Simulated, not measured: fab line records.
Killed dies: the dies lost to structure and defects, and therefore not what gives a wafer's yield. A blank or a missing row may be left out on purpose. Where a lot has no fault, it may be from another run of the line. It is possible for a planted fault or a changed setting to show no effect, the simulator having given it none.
Matching of chambers :: flow n5 finfet :: rie diel-06 running N5_DUMMY_GATE_STRIP_41: 4 sister chambers
The step strips in O2. 16 wafers are shown with their chamber, then 8 later ones without.

WAFERS, EACH WITH ITS CHAMBER
wafer: L076.1
chamber: 2
drypump motor current A (A): 6.3
throttle valve pct (%): 16.66
showerhead plenum p Torr (Torr): 2.11

wafer: L076.4
chamber: 3
drypump motor current A (A): 6.3
throttle valve pct (%): 16.56
showerhead plenum p Torr (Torr): 2.13

wafer: L076.6
chamber: 2
drypump motor current A (A): 6.3
throttle valve pct (%): 16.67
showerhead plenum p Torr (Torr): 2.11

wafer: L078.1
chamber: 1
drypump motor current A (A): 5.8
throttle valve pct (%): 16.47
showerhead plenum p Torr (Torr): 2.14

wafer: L078.2
chamber: 2
drypump motor current A (A): 6.4
throttle valve pct (%): 16.66
showerhead plenum p Torr (Torr): 2.11

wafer: L078.5
chamber: 1
drypump motor current A (A): 5.8
throttle valve pct (%): 16.45
showerhead plenum p Torr (Torr): 2.14

wafer: L082.2
chamber: 2
drypump motor current A (A): 6.4
throttle valve pct (%): 16.67
showerhead plenum p Torr (Torr): 2.11

wafer: L082.3
chamber: 1
drypump motor current A (A): 5.8
throttle valve pct (%): 16.49
showerhead plenum p Torr (Torr): 2.14

wafer: L082.6
chamber: 0
drypump motor current A (A): 4.9
throttle valve pct (%): 17.28
showerhead plenum p Torr (Torr): 2.00

wafer: L084.1
chamber: 1
drypump motor current A (A): 5.8
throttle valve pct (%): 16.49
showerhead plenum p Torr (Torr): 2.14

wafer: L084.3
chamber: 0
drypump motor current A (A): 4.9
throttle valve pct (%): 17.29
showerhead plenum p Torr (Torr): 2.00

wafer: L084.4
chamber: 2
drypump motor current A (A): 6.4
throttle valve pct (%): 16.69
showerhead plenum p Torr (Torr): 2.11

wafer: L087.1
chamber: 0
drypump motor current A (A): 4.9
throttle valve pct (%): 17.30
showerhead plenum p Torr (Torr): 1.99

wafer: L087.4
chamber: 1
drypump motor current A (A): 5.8
throttle valve pct (%): 16.48
showerhead plenum p Torr (Torr): 2.13

wafer: L087.5
chamber: 1
drypump motor current A (A): 5.8
throttle valve pct (%): 16.50
showerhead plenum p Torr (Torr): 2.14

wafer: L088.1
chamber: 2
drypump motor current A (A): 6.4
throttle valve pct (%): 16.71
showerhead plenum p Torr (Torr): 2.10

SIGNATURES (means of the wafers above)
reading: drypump motor current A
chamber 0: 4.900
chamber 1: 5.800
chamber 2: 6.367
chamber 3: 6.300
scatter within a chamber: 0.0333

reading: throttle valve pct
chamber 0: 17.2900
chamber 1: 16.4800
chamber 2: 16.6767
chamber 3: 16.5600
scatter within a chamber: 0.0176

reading: showerhead plenum p Torr
chamber 0: 1.9967
chamber 1: 2.1383
chamber 2: 2.1083
chamber 3: 2.1300
scatter within a chamber: 0.00441
Rule: a wafer's distance from a chamber is the root of the sum, over the readings, of the square of ((its reading less the chamber's mean) divided by the reading's scatter). If the next closest chamber is less than 2 further off than the closest, the wafer can't be placed; otherwise it belongs to the closest. How the scatter is found: for the shown wafers, subtract from each reading the mean of its chamber, square and add these, divide the total by (wafers less chambers), then take the root.

WAFERS WITHOUT THEIR CHAMBER
wafer: L088.3
drypump motor current A (A): 6.3
throttle valve pct (%): 16.60
showerhead plenum p Torr (Torr): 2.12

wafer: L088.4
drypump motor current A (A): 4.9
throttle valve pct (%): 17.30
showerhead plenum p Torr (Torr): 1.99

wafer: L090.1
drypump motor current A (A): 5.8
throttle valve pct (%): 16.51
showerhead plenum p Torr (Torr): 2.13

wafer: L090.2
drypump motor current A (A): 6.3
throttle valve pct (%): 16.70
showerhead plenum p Torr (Torr): 2.10

wafer: L090.5
drypump motor current A (A): 6.3
throttle valve pct (%): 16.59
showerhead plenum p Torr (Torr): 2.12

wafer: L097.1
drypump motor current A (A): 4.9
throttle valve pct (%): 17.32
showerhead plenum p Torr (Torr): 1.99

wafer: L097.3
drypump motor current A (A): 6.3
throttle valve pct (%): 16.61
showerhead plenum p Torr (Torr): 2.12

wafer: L097.5
drypump motor current A (A): 5.9
throttle valve pct (%): 16.53
showerhead plenum p Torr (Torr): 2.13

THE CHAMBER EACH PASSED THROUGH
wafer: L088.3
from the rows above: 3
in truth: 3

wafer: L088.4
from the rows above: 0
in truth: 0

wafer: L090.1
from the rows above: 1
in truth: 1

wafer: L090.2
from the rows above: 2
in truth: 2

wafer: L090.5
from the rows above: 3
in truth: 3

wafer: L097.1
from the rows above: 0
in truth: 0

wafer: L097.3
from the rows above: can't be placed: 3 or 2
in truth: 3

wafer: L097.5
from the rows above: 1
in truth: 1
Correct placement for 7 of the 8. Cannot be placed on the basis of these rows: 1; the candidates contain the true chamber in 1. Wrongly placed: 0.
